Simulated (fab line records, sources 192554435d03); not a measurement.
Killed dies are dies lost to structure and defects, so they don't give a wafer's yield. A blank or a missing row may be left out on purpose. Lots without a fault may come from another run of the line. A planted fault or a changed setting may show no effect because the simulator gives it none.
Which tool did it? | flow n5_finfet | 24 lots, 72 wafers sampled, at 6 steps of a route of 1938

WHAT THE GAUGES READ, wafer by wafer
N5_BEOL_M7_CD_MEAS_35: target cd 40 nm.
lot  | measured     | on        | cd_nm (nm)
L074 | day 8 23:30  | cd_sem-02 | 39.8 39.7 40.1
L075 | day 9 17:23  | cd_sem-03 | 39.5 40.3 39.7
L077 | day 9 21:04  | cd_sem-03 | 40.1 39.5 40.7
L076 | day 9 23:13  | cd_sem-03 | 40.3 39.5 40.2
L078 | day 10 00:34 | cd_sem-01 | 39.2 39.6 39.9
L081 | day 10 09:16 | cd_sem-03 | 38.7 40.0 40.0
L079 | day 10 10:03 | cd_sem-01 | 39.7 38.9 39.7
L080 | day 10 21:04 | cd_sem-02 | 39.7 40.1 39.6
L082 | day 10 21:38 | cd_sem-03 | 40.7 39.8 39.6
L083 | day 11 05:40 | cd_sem-03 | 39.1 38.7 39.5
L085 | day 12 02:38 | cd_sem-02 | 40.4 39.3 39.4
L084 | day 12 02:46 | cd_sem-03 | 39.0 37.8 38.9
L088 | day 12 02:56 | cd_sem-02 | 39.0 38.8 40.1
L086 | day 12 05:46 | cd_sem-03 | 40.4 39.5 40.6
L087 | day 13 01:40 | cd_sem-01 | 39.0 38.7 39.4
L089 | day 13 05:34 | cd_sem-03 | 39.2 38.9 38.3
L090 | day 13 09:24 | cd_sem-01 | 39.6 38.9 40.1
L092 | day 13 12:27 | cd_sem-03 | 40.6 41.0 40.8
L091 | day 13 12:30 | cd_sem-02 | 40.4 40.2 40.7
L093 | day 13 12:51 | cd_sem-03 | 40.1 40.2 39.9
L094 | day 14 12:02 | cd_sem-02 | 39.4 39.6 39.5
L097 | day 14 15:32 | cd_sem-03 | 39.6 40.2 40.2
L096 | day 14 15:36 | cd_sem-02 | 39.6 39.2 39.1
L095 | day 14 15:56 | cd_sem-01 | 38.9 39.5 40.5

N5_BEOL_M8_OVL_MEAS_12.
lot  | measured     | on         | M8_OVL (nm)
L074 | day 9 09:10  | overlay-01 | -0.8 -1.2 -1.2
L075 | day 9 22:11  | overlay-02 | 0.9 -0.6 0.1
L077 | day 10 01:30 | overlay-02 | 0.0 -0.5 -0.6
L076 | day 10 04:25 | overlay-02 | 0.2 0.7 0.6
L078 | day 10 04:56 | overlay-02 | -0.4 -0.4 -0.2
L081 | day 10 13:26 | overlay-01 | -0.2 0.3 -0.9
L079 | day 10 14:20 | overlay-02 | 1.3 1.6 0.0
L080 | day 11 01:47 | overlay-02 | -1.0 -0.8 -0.9
L082 | day 11 02:13 | overlay-02 | -0.8 -0.4 0.6
L083 | day 11 13:21 | overlay-02 | 0.1 1.1 0.4
L085 | day 12 11:56 | overlay-02 | -0.5 1.0 0.5
L084 | day 12 11:46 | overlay-02 | 0.0 0.0 0.4
L088 | day 12 11:44 | overlay-01 | -0.6 0.3 0.0
L086 | day 12 12:12 | overlay-01 | -0.7 0.0 -0.7
L087 | day 13 06:16 | overlay-02 | -0.2 -0.7 -0.3
L089 | day 13 10:02 | overlay-02 | 0.6 0.1 1.1
L090 | day 13 14:22 | overlay-01 | 0.7 0.5 0.0
L092 | day 13 16:58 | overlay-02 | -1.1 -1.1 -0.5
L091 | day 13 17:08 | overlay-02 | 0.4 0.3 0.9
L093 | day 13 19:56 | overlay-01 | 0.5 1.0 1.8
L094 | day 14 17:10 | overlay-01 | 1.0 0.2 0.4
L097 | day 14 21:22 | overlay-01 | 0.0 0.9 -0.9
L096 | day 14 22:41 | overlay-01 | 0.9 1.4 -0.2
L095 | day 14 23:31 | overlay-01 | 1.5 0.2 1.2

N5_BEOL_M8_INSPECT_30: inspects for defects (brightfield).
lot  | measured     | on                | raw_defect_count
L074 | day 9 10:12  | defect_inspect-02 | 381 411 389
L075 | day 10 00:03 | defect_inspect-02 | 372 421 348
L077 | day 10 02:57 | defect_inspect-01 | 440 384 442
L076 | day 10 08:31 | defect_inspect-02 | 381 350 330
L078 | day 10 08:41 | defect_inspect-02 | 439 542 636
L081 | day 10 14:41 | defect_inspect-02 | 349 362 347
L079 | day 10 15:34 | defect_inspect-01 | 374 419 354
L080 | day 11 04:35 | defect_inspect-01 | 428 362 356
L082 | day 11 05:08 | defect_inspect-01 | 345 228 278
L083 | day 11 16:16 | defect_inspect-02 | 463 290 400
L085 | day 12 16:26 | defect_inspect-01 | 542 387 534
L084 | day 12 15:58 | defect_inspect-01 | 433 415 405
L088 | day 12 16:00 | defect_inspect-02 | 431 272 393
L086 | day 12 21:40 | defect_inspect-01 | 563 389 466
L087 | day 13 07:28 | defect_inspect-01 | 405 398 348
L089 | day 13 11:55 | defect_inspect-02 | 417 357 424
L090 | day 13 15:29 | defect_inspect-01 | 382 598 804
L092 | day 13 18:30 | defect_inspect-02 | 319 251 382
L091 | day 13 18:33 | defect_inspect-01 | 454 485 366
L093 | day 14 01:16 | defect_inspect-01 | 407 429 363
L094 | day 14 18:25 | defect_inspect-01 | 616 522 720
L097 | day 14 22:24 | defect_inspect-01 | 389 329 354
L096 | day 15 01:06 | defect_inspect-01 | 472 377 420
L095 | day 15 01:16 | defect_inspect-02 | 402 422 380

N5_BEOL_M8_CD_MEAS_35: target cd 40 nm.
lot  | measured     | on        | cd_nm (nm)
L074 | day 9 10:49  | cd_sem-01 | 39.9 40.4 39.5
L075 | day 10 00:53 | cd_sem-03 | 40.6 40.1 40.6
L077 | day 10 03:40 | cd_sem-01 | 42.1 40.5 39.9
L076 | day 10 09:08 | cd_sem-03 | 41.3 40.2 40.0
L078 | day 10 09:18 | cd_sem-03 | 39.0 39.4 38.9
L081 | day 10 15:40 | cd_sem-03 | 39.0 39.5 39.6
L079 | day 10 16:11 | cd_sem-03 | 38.5 39.3 38.5
L080 | day 11 05:21 | cd_sem-02 | 39.2 40.8 39.9
L082 | day 11 05:46 | cd_sem-03 | 40.3 41.2 39.4
L083 | day 11 17:00 | cd_sem-03 | 38.5 39.6 38.8
L085 | day 12 17:07 | cd_sem-01 | 39.3 39.7 39.4
L084 | day 12 16:34 | cd_sem-03 | 40.3 39.9 41.0
L088 | day 12 16:38 | cd_sem-01 | 38.6 39.3 39.7
L086 | day 12 22:17 | cd_sem-02 | 38.5 38.9 37.7
L087 | day 13 08:04 | cd_sem-02 | 39.1 39.5 39.0
L089 | day 13 12:43 | cd_sem-03 | 39.3 40.2 40.4
L090 | day 13 16:07 | cd_sem-01 | 38.6 39.5 39.5
L092 | day 13 19:08 | cd_sem-02 | 41.0 40.3 40.7
L091 | day 13 19:10 | cd_sem-01 | 41.9 41.3 41.3
L093 | day 14 01:53 | cd_sem-03 | 41.8 40.6 41.4
L094 | day 14 19:29 | cd_sem-01 | 40.8 41.0 41.2
L097 | day 14 23:01 | cd_sem-01 | 39.2 40.6 39.6
L096 | day 15 01:44 | cd_sem-01 | 39.7 38.6 38.9
L095 | day 15 01:53 | cd_sem-02 | 41.0 40.9 40.8

WHICH TOOL RAN EACH LOT (tool, then ch and the chambers of the sampled wafers, then the start)
lot  | N5_BEOL_M7_STRIP_36                | N5_BEOL_M7_STRIP_80
L074 | rie_diel-05 ch 0,2, day 8 23:09    | rie_diel-05 ch 0,2, day 8 23:30 or earlier
L075 | rie_diel-05 ch 2,3, day 9 17:02    | rie_diel-05 ch 2,3, day 9 17:23 or earlier
L077 | rie_diel-05 ch 0,1, day 9 20:43    | rie_diel-05 ch 0,1, day 9 21:04 or earlier
L076 | rie_diel-03 ch 0,1,2, day 9 22:45  | rie_diel-03 ch 0,1,2, day 9 23:13 or earlier
L078 | rie_diel-01 ch 1,2,3, day 10 00:13 | rie_diel-01 ch 1,2,3, day 10 00:34 or earlier
L081 | rie_diel-03 ch 1,3, day 10 08:55   | rie_diel-03 ch 1,3, day 10 09:16 or earlier
L079 | rie_diel-05 ch 0,2, day 10 09:42   | rie_diel-05 ch 0,2, day 10 10:03 or earlier
L080 | rie_diel-01 ch 0,2,3, day 10 20:43 | rie_diel-01 ch 0,2,3, day 10 21:04 or earlier
L082 | rie_diel-01 ch 0,2, day 10 21:16   | rie_diel-01 ch 0,2, day 10 21:38 or earlier
L083 | rie_diel-03 ch 1,2,3, day 11 05:18 | rie_diel-03 ch 1,2,3, day 11 05:40 or earlier
L085 | rie_diel-05 ch 2,3, day 12 02:17   | rie_diel-05 ch 2,3, day 12 02:38 or earlier
L084 | rie_diel-01 ch 0,2, day 12 02:24   | rie_diel-01 ch 0,2, day 12 02:46 or earlier
L088 | rie_diel-03 ch 1,2,3, day 12 02:34 | rie_diel-03 ch 1,2,3, day 12 02:56 or earlier
L086 | rie_diel-03 ch 0,2,3, day 12 05:25 | rie_diel-03 ch 0,2,3, day 12 05:46 or earlier
L087 | rie_diel-05 ch 2,3, day 13 01:19   | rie_diel-05 ch 2,3, day 13 01:40 or earlier
L089 | rie_diel-01 ch 0,1, day 13 05:13   | rie_diel-01 ch 0,1, day 13 05:34 or earlier
L090 | rie_diel-01 ch 1,2,3, day 13 09:03 | rie_diel-01 ch 1,2,3, day 13 09:24 or earlier
L092 | rie_diel-01 ch 1,2,3, day 13 12:06 | rie_diel-01 ch 1,2,3, day 13 12:27 or earlier
L091 | rie_diel-05 ch 0,2, day 13 12:08   | rie_diel-05 ch 0,2, day 13 12:30 or earlier
L093 | rie_diel-01 ch 0,2, day 13 12:30   | rie_diel-01 ch 0,2, day 13 12:51 or earlier
L094 | rie_diel-01 ch 1,3, day 14 11:41   | rie_diel-01 ch 1,3, day 14 12:02 or earlier
L097 | rie_diel-01 ch 1,2,3, day 14 15:11 | rie_diel-01 ch 1,2,3, day 14 15:32 or earlier
L096 | rie_diel-05 ch 1,2, day 14 15:15   | rie_diel-05 ch 1,2, day 14 15:36 or earlier
L095 | rie_diel-01 ch 1,2,3, day 14 15:35 | rie_diel-01 ch 1,2,3, day 14 15:56 or earlier
- N5_BEOL_M7_STRIP_36: strips in N2/H2.
- N5_BEOL_M7_STRIP_80: strips in N2/H2, time 10 s.

WHAT THE TOOLS THEMSELVES READ (means of the sampled wafers that have a number; where no wafer has one, the mark that the record gives instead)
N5_BEOL_M7_STRIP_36.
lot  | tool        | drypump_motor_current_A (A) | n2_flow_sccm (sccm) | oes_product_au (a.u.) | rf_vpp_V (V) | showerhead_plenum_p_Torr (Torr) | throttle_valve_pct (%)
L074 | rie_diel-05 | 6.0                         | 200.5               | 0.83                  | 59.1         | 2.54                            | 23.61
L075 | rie_diel-05 | 5.6                         | 199.7               | 0.89                  | 59.0         | 2.59                            | 23.62
L077 | rie_diel-05 | 5.8                         | 199.5               | 0.80                  | 58.8         | 2.53                            | 23.46
L076 | rie_diel-03 | 5.5                         | 200.2               | 0.77                  | 59.2         | 2.49                            | 23.83
L078 | rie_diel-01 | 5.9                         | 200.7               | 0.75                  | 57.3         | 2.43                            | 23.52
L081 | rie_diel-03 | 5.3                         | 200.1               | 0.89                  | 59.3         | 2.49                            | 23.83
L079 | rie_diel-05 | 5.9                         | 200.0               | 0.82                  | 59.0         | 2.53                            | 23.64
L080 | rie_diel-01 | 6.0                         | 199.6               | 0.78                  | 58.8         | 2.47                            | 23.52
L082 | rie_diel-01 | 5.9                         | 200.0               | 0.77                  | 58.6         | 2.50                            | 23.54
L083 | rie_diel-03 | 5.4                         | 200.6               | 0.82                  | 60.6         | 2.50                            | 23.88
L085 | rie_diel-05 | 5.6                         | 199.4               | 0.86                  | 59.5         | 2.59                            | 23.64
L084 | rie_diel-01 | 5.9                         | 199.7               | 0.75                  | 58.0         | 2.49                            | 23.56
L088 | rie_diel-03 | 5.4                         | 200.5               | 0.81                  | 58.9         | 2.49                            | 23.90
L086 | rie_diel-03 | 6.1                         | 200.0               | 0.84                  | 58.7         | 2.49                            | 23.65
L087 | rie_diel-05 | 5.6                         | 199.8               | 0.87                  | 58.3         | 2.60                            | 23.87
L089 | rie_diel-01 | 5.9                         | 199.8               | 0.78                  | 59.3         | 2.57                            | 23.54
L090 | rie_diel-01 | 5.9                         | 200.3               | 0.82                  | 59.6         | 2.53                            | 23.40
L092 | rie_diel-01 | 5.9                         | 200.8               | 0.83                  | 59.0         | 2.53                            | 23.42
L091 | rie_diel-05 | 5.9                         | 199.9               | 0.80                  | 59.3         | 2.52                            | 23.65
L093 | rie_diel-01 | 5.8                         | 200.1               | 0.78                  | 58.9         | 2.47                            | 23.47
L094 | rie_diel-01 | 6.1                         | 199.9               | 0.79                  | 60.6         | 2.52                            | 23.52
L097 | rie_diel-01 | 5.9                         | 200.3               | 0.82                  | 59.7         | 2.52                            | 23.41
L096 | rie_diel-05 | 5.7                         | 200.5               | 0.80                  | 59.4         | 2.55                            | 23.39
L095 | rie_diel-01 | 5.9                         | 200.3               | 0.82                  | 59.6         | 2.52                            | 23.42

N5_BEOL_M7_STRIP_80.
lot  | tool        | drypump_motor_current_A (A) | n2_flow_sccm (sccm) | oes_product_au (a.u.) | rf_vpp_V (V) | showerhead_plenum_p_Torr (Torr) | throttle_valve_pct (%)
L074 | rie_diel-05 | 5.9                         | 200.0               | 0.83                  | 59.6         | 2.54                            | 23.63
L075 | rie_diel-05 | 5.7                         | 199.8               | 0.88                  | 59.4         | 2.60                            | 23.61
L077 | rie_diel-05 | 5.7                         | 200.4               | 0.80                  | 59.5         | 2.53                            | 23.48
L076 | rie_diel-03 | 5.5                         | 200.5               | 0.76                  | 58.6         | 2.49                            | 23.83
L078 | rie_diel-01 | 5.9                         | 200.1               | 0.75                  | 58.7         | 2.43                            | 23.51
L081 | rie_diel-03 | 5.3                         | 200.1               | 0.88                  | 58.6         | 2.49                            | 23.82
L079 | rie_diel-05 | 6.0                         | 199.7               | 0.82                  | 59.4         | 2.53                            | 23.64
L080 | rie_diel-01 | 6.0                         | 200.3               | 0.78                  | 59.3         | 2.47                            | 23.52
L082 | rie_diel-01 | 5.9                         | 199.9               | 0.77                  | 59.0         | 2.49                            | 23.55
L083 | rie_diel-03 | 5.4                         | 199.9               | 0.82                  | 59.3         | 2.50                            | 23.89
L085 | rie_diel-05 | 5.6                         | 199.6               | 0.87                  | 58.9         | 2.59                            | 23.63
L084 | rie_diel-01 | 5.9                         | 199.9               | 0.75                  | 59.3         | 2.49                            | 23.57
L088 | rie_diel-03 | 5.4                         | 200.6               | 0.81                  | 59.7         | 2.49                            | 23.90
L086 | rie_diel-03 | 6.1                         | 200.0               | 0.84                  | 59.0         | 2.49                            | 23.66
L087 | rie_diel-05 | 5.6                         | 199.9               | 0.88                  | 60.2         | 2.59                            | 23.84
L089 | rie_diel-01 | 5.9                         | 199.5               | 0.78                  | 60.0         | 2.57                            | 23.55
L090 | rie_diel-01 | 5.9                         | 200.1               | 0.83                  | 59.6         | 2.52                            | 23.41
L092 | rie_diel-01 | 5.9                         | 199.7               | 0.83                  | 59.0         | 2.52                            | 23.42
L091 | rie_diel-05 | 5.9                         | 199.3               | 0.80                  | 58.9         | 2.52                            | 23.66
L093 | rie_diel-01 | 5.7                         | 200.0               | 0.79                  | 58.7         | 2.47                            | 23.47
L094 | rie_diel-01 | 6.1                         | 200.0               | 0.79                  | 58.6         | 2.52                            | 23.49
L097 | rie_diel-01 | 5.9                         | 200.0               | 0.82                  | 59.2         | 2.52                            | 23.42
L096 | rie_diel-05 | 5.6                         | 200.2               | 0.80                  | 59.1         | 2.55                            | 23.39
L095 | rie_diel-01 | 5.9                         | 200.1               | 0.81                  | 59.8         | 2.52                            | 23.42

THE ANSWER, worked out from the rows above alone
Rule: what is usual is taken from the lots themselves. Put in order of their means at a reading, lots are off if they are a third of the lots or fewer, leave a main group of 4 or more, and stand apart from it by a gap of 3 or more times the standard deviation of the main group's means; of several such gaps the widest counts. A main group whose means are all the same, to the digits that the tables above print for the reading, isn't used. A lot without any number at a reading at which 4 lots or more have one is off too. The other lots that the step has rows for count as sound. The gauges are gone through in route order, then the tools' own readings, and for those a lot's mean is taken as printed above. The first step at which some lot is off is used, and at that step the reading that is off furthest; a lot without a number counts as furthest.
No lot is off at any reading shown: from this, nothing can be told.

WHAT THE SIMULATOR HAD PUT IN
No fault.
